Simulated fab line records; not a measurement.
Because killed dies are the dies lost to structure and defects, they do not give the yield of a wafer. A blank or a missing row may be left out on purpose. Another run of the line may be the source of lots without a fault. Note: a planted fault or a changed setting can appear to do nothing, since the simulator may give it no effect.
Chamber matching :: flow n5-finfet :: 4 sister chambers for N5_GATE_CUT_SAC_CAP_01 on ald-sin-04
The step material SiNx, target thk 24 nm, pulse time 1 s, ald cycles 480. 4 wafers are shown with their chamber, then 7 later ones without.

WAFERS PAIRED WITH THEIR CHAMBERS
wafer: L079.4
chamber: 2
heater-power-w (W): 888

wafer: L079.6
chamber: 1
heater-power-w (W): 946

wafer: L082.1
chamber: 3
heater-power-w (W): 716

wafer: L088.5
chamber: 0
heater-power-w (W): 779

WAFERS WITHOUT THEIR CHAMBER
wafer: L088.6
heater-power-w (W): 735

wafer: L089.1
heater-power-w (W): 797

wafer: L089.3
heater-power-w (W): 912

wafer: L089.4
heater-power-w (W): 944

wafer: L093.3
heater-power-w (W): 952

wafer: L093.5
heater-power-w (W): 720

wafer: L093.6
heater-power-w (W): 807

EACH ONE'S CHAMBER
wafer: L088.6
from the rows above: can't be placed: 3 or 0
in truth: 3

wafer: L089.1
from the rows above: 0
in truth: 0

wafer: L089.3
from the rows above: can't be placed: 2 or 1
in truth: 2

wafer: L089.4
from the rows above: 1
in truth: 1

wafer: L093.3
from the rows above: 1
in truth: 1

wafer: L093.5
from the rows above: 3
in truth: 3

wafer: L093.6
from the rows above: 0
in truth: 0
5 of 7 placed correctly. These rows do not allow placing 2 (true chamber among the candidates in 2). Placed wrongly: 0.
How it was worked out, from the rows above alone: a wafer's distance from a chamber is the root of the sum, over the readings, of the square of ((its reading less the chamber's mean) divided by the reading's scatter). The wafer belongs to the nearest chamber; if the next one is less than 2 further off, it can't be placed. Each chamber's mean is taken over the wafers shown for it. The scatter (one wafer shown for each chamber): square how far every hidden wafer sits from the nearest shown wafer, average those squares and take the square root.
